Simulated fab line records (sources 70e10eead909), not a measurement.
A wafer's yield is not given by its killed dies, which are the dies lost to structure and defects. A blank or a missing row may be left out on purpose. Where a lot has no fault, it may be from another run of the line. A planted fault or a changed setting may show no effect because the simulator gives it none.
Chamber matching || flow nandHarc || 4 sister chambers for NHARC_P_M2_STRIP_18 on rieDiel-01
The step strips in N2/H2. 8 wafers are shown with their chamber, then 12 later ones without.

== WAFERS, EACH WITH ITS CHAMBER ==
{"wafer": "L086.3", "chamber": 0, "drypumpMotorCurrentA (A)": 5.3, "oesProductAu (a.u.)": 1.010}
{"wafer": "L089.4", "chamber": 1, "drypumpMotorCurrentA (A)": 6.1, "oesProductAu (a.u.)": 0.996}
{"wafer": "L088.2", "chamber": 1, "drypumpMotorCurrentA (A)": 6.1, "oesProductAu (a.u.)": 0.998}
{"wafer": "L090.5", "chamber": 2, "drypumpMotorCurrentA (A)": 5.9, "oesProductAu (a.u.)": 0.978}
{"wafer": "L090.6", "chamber": 3, "drypumpMotorCurrentA (A)": 5.8, "oesProductAu (a.u.)": 1.006}
{"wafer": "L092.4", "chamber": 2, "drypumpMotorCurrentA (A)": 5.8, "oesProductAu (a.u.)": 0.988}
{"wafer": "L092.5", "chamber": 3, "drypumpMotorCurrentA (A)": 5.7, "oesProductAu (a.u.)": 1.002}
{"wafer": "L092.6", "chamber": 0, "drypumpMotorCurrentA (A)": 5.3, "oesProductAu (a.u.)": 1.023}

== WAFERS MISSING THEIR CHAMBER ==
{"wafer": "L093.1", "drypumpMotorCurrentA (A)": 5.3, "oesProductAu (a.u.)": 1.018}
{"wafer": "L093.2", "drypumpMotorCurrentA (A)": 6.1, "oesProductAu (a.u.)": 1.007}
{"wafer": "L093.3", "drypumpMotorCurrentA (A)": 5.9, "oesProductAu (a.u.)": 0.981}
{"wafer": "L094.1", "drypumpMotorCurrentA (A)": 5.3, "oesProductAu (a.u.)": 1.011}
{"wafer": "L094.2", "drypumpMotorCurrentA (A)": 6.1, "oesProductAu (a.u.)": 1.000}
{"wafer": "L094.3", "drypumpMotorCurrentA (A)": 5.8, "oesProductAu (a.u.)": 1.016}
{"wafer": "L095.3", "drypumpMotorCurrentA (A)": 5.9, "oesProductAu (a.u.)": 0.990}
{"wafer": "L095.4", "drypumpMotorCurrentA (A)": 5.8, "oesProductAu (a.u.)": 1.009}
{"wafer": "L095.6", "drypumpMotorCurrentA (A)": 5.9, "oesProductAu (a.u.)": 1.000}
{"wafer": "L095.1", "drypumpMotorCurrentA (A)": 5.3, "oesProductAu (a.u.)": 1.021}
{"wafer": "L095.2", "drypumpMotorCurrentA (A)": 6.1, "oesProductAu (a.u.)": 1.002}
{"wafer": "L095.5", "drypumpMotorCurrentA (A)": 5.7, "oesProductAu (a.u.)": 1.020}

== CHAMBER TAKEN BY EACH ==
{"wafer": "L093.1", "from the rows above": 0, "in truth": 0}
{"wafer": "L093.2", "from the rows above": 1, "in truth": 1}
{"wafer": "L093.3", "from the rows above": 2, "in truth": 2}
{"wafer": "L094.1", "from the rows above": 0, "in truth": 0}
{"wafer": "L094.2", "from the rows above": 1, "in truth": 1}
{"wafer": "L094.3", "from the rows above": 3, "in truth": 3}
{"wafer": "L095.3", "from the rows above": 2, "in truth": 2}
{"wafer": "L095.4", "from the rows above": 3, "in truth": 3}
{"wafer": "L095.6", "from the rows above": "can't be placed: 2 or 3 or 1", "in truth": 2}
{"wafer": "L095.1", "from the rows above": 0, "in truth": 0}
{"wafer": "L095.2", "from the rows above": 1, "in truth": 1}
{"wafer": "L095.5", "from the rows above": 3, "in truth": 3}
Correct placement for 11 of the 12. Not placeable from these rows: 1 (in 1, the candidates include the true chamber). Number placed wrongly: 0.
How it was worked out, from the rows above alone: a wafer's distance from a chamber is the root of the sum, over the readings, of the square of ((its reading less the chamber's mean) divided by the reading's scatter). The wafer belongs to the nearest chamber; if the next one is less than 2 further off, it can't be placed. A chamber's mean is the mean of its shown wafers. The scatter: the root of (the sum of the squares of (reading less its chamber's mean) over the shown wafers, divided by (wafers less chambers)).
